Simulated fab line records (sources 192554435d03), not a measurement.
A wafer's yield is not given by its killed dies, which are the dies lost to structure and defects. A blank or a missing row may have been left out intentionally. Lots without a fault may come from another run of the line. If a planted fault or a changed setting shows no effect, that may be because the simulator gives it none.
Matching of chambers | flow n5 finfet | N5_PASSIVATION_PASS_ETCH_47 on rie diel-06 has 4 sister chambers
The step etches SiNx in CF4/O2, target depth 770 nm, time 385 s. 7 wafers are shown with their chamber, then 7 later ones without.

== EACH WAFER AND ITS CHAMBER ==
wafer  | chamber | drypump motor current A (A) | throttle valve pct (%)
L491.1 | 3       | 5.4                         | 15.75
L494.6 | 1       | 5.7                         | 16.15
L503.1 | 0       | 5.8                         | 16.08
L503.3 | 2       | 6.8                         | 16.50
L503.4 | 1       | 5.8                         | 16.19
L507.1 | 0       | 5.7                         | 16.10
L507.4 | 2       | 6.8                         | 16.48

== WAFERS WHOSE CHAMBER IS MISSING ==
wafer  | drypump motor current A (A) | throttle valve pct (%)
L507.5 | 5.4                         | 15.82
L506.1 | 5.8                         | 16.11
L506.4 | 5.8                         | 16.20
L506.6 | 5.4                         | 15.83
L514.2 | 5.4                         | 15.87
L514.4 | 5.7                         | 16.14
L514.6 | 5.7                         | 16.25

== EACH ONE'S CHAMBER ==
wafer  | from the rows above     | in truth
L507.5 | 3                       | 3
L506.1 | can't be placed: 0 or 1 | 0
L506.4 | 1                       | 1
L506.6 | 3                       | 3
L514.2 | 3                       | 3
L514.4 | can't be placed: 1 or 0 | 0
L514.6 | 1                       | 1
Correct placement for 5 of the 7. These rows do not allow placing 2 (true chamber among the candidates in 2). 0 placed wrongly.
How it was worked out, from the rows above alone: a wafer's distance from a chamber is the root of the sum, over the readings, of the square of ((its reading less the chamber's mean) divided by the reading's scatter). If the next closest chamber is less than 2 further off than the closest, the wafer can't be placed; otherwise it belongs to the closest. For every chamber, the mean is computed from those of its wafers that are shown. The scatter is the square root of a quotient: the sum, over the shown wafers, of each reading's squared deviation from its chamber's mean, divided by wafers minus chambers.
